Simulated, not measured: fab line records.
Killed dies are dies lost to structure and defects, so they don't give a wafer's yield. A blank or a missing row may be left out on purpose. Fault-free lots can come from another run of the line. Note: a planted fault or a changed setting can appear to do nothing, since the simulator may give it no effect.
A struck lot beside a sound one | flow nandHarc | 14 out of 1302 route steps
Sound: wafers L887.2, L887.4, L887.5. The struck wafers were L893.1, L893.3, L893.5. The cause comes at the end.
Order at every step that has rows: each side's tool, ch and its chambers, its first start. Under that, the readings that differ: sound wafers | struck wafers | difference of the means | sigmas: that difference in standard deviations of wafers without a fault.
alike: a reading whose means differ by less than 2 such deviations, as well as words and numbers matching on both sides. not compared: withheld readings; readings where some wafer has no value; bounds like >300 that might hide an equal value; numbers whose values overlap and for which the record gives no deviation.
A row with sigmas, a row that says differs or no value, or rows on one side alone: a step with any of these is where the two part. Numbers that don't overlap but have no deviation are shown without sigmas and don't part them. Lack of a reading on every wafer of one side parts them only where that side has two or more wafers.

first, 7 steps without rows for these wafers: NHARC_A_CONTACT_COAT_35 (time 65 s); NHARC_A_CONTACT_COAT_36 (resist thk 90 nm); NHARC_A_CONTACT_SOFTBAKE_37 (time 55 s); NHARC_A_CONTACT_EBR_38; NHARC_A_CONTACT_EXPOSE_39 (exposes mask A CC 3); NHARC_A_CONTACT_PEB_40 (peb time 65 s); NHARC_A_CONTACT_DEVELOP_41 (develop time 35 s).
NHARC_A_CONTACT_CD_MEAS_42: the cd target is 300 nm.
  sound on cdSem-03 ch 0, day 22 14:56; struck on cdSem-01 ch 0, day 24 13:57
  alike: cdNm
NHARC_A_CONTACT_OVL_MEAS_43:
  struck on overlay-01, day 24 14:02; sound on overlay-01, day 22 15:02
  alike: overlayXNm, overlayYNm
NHARC_A_CONTACT_INSPECT_44:
  struck on defectInspect-01, day 24 14:05; sound on defectInspect-01, day 22 15:04
reading        | sound    | struck   | difference | sigmas
rawDefectCount | 29 13 33 | 93 78 85 | +60        | +2
NHARC_A_CONTACT_DESCUM_47: chemistry O2, time 3 s.
  sound on rieDiel-07 ch 1,2, day 22 15:08; struck on rieDiel-07 ch 0,2,3, day 24 14:08
  alike: drypumpMotorCurrentA, oesProductAu, rfVppV, showerheadPlenumPTorr, throttleValvePct
  not compared: rfHoursCounterH
NHARC_A_CONTACT_ETCH_48: etches the open film in CF4, target depth 39 nm, time 65 s.
  sound on rieDiel-07 ch 2,3, day 22 15:13; struck on rieDiel-07 ch 0,2, day 24 14:14
  alike: biasW, cf4FlowSccm, drypumpMotorCurrentA, oesProductAu, rfVppV, showerheadPlenumPTorr, throttleValvePct
  not compared: rfHoursCounterH
NHARC_A_CONTACT_ETCH_49: etches the open film in N2/H2, target depth 260 nm, time 475.3 s.
  sound on rieDiel-07 ch 2,3, day 22 15:18; struck on rieDiel-07 ch 1,3, day 24 14:21
  no value came back on the struck wafers for any of 7 readings (biasW (W), chamberPressureMTorr (mTorr) and others); on the sound wafers biasW (W) reads 150.5 149.1 149.1
  not compared: rfHoursCounterH
NHARC_A_CONTACT_ETCH_50: etches the open film in CF4/CHF3, target depth 121 nm, time 60.5 s.
  sound: rieDiel-07 ch 0,3; struck: rieDiel-07 ch 0,2
  alike: biasW, cf4FlowSccm, drypumpMotorCurrentA, oesProductAu, rfVppV, showerheadPlenumPTorr, throttleValvePct
  not compared: rfHoursCounterH

== WHERE THEY PART ==
At NHARC_A_CONTACT_INSPECT_44 first; at NHARC_A_CONTACT_ETCH_49 last (within this record only). Later steps at which nothing parts them and some readings are alike: NHARC_A_CONTACT_ETCH_50.

WHY: the cause the simulator had injected
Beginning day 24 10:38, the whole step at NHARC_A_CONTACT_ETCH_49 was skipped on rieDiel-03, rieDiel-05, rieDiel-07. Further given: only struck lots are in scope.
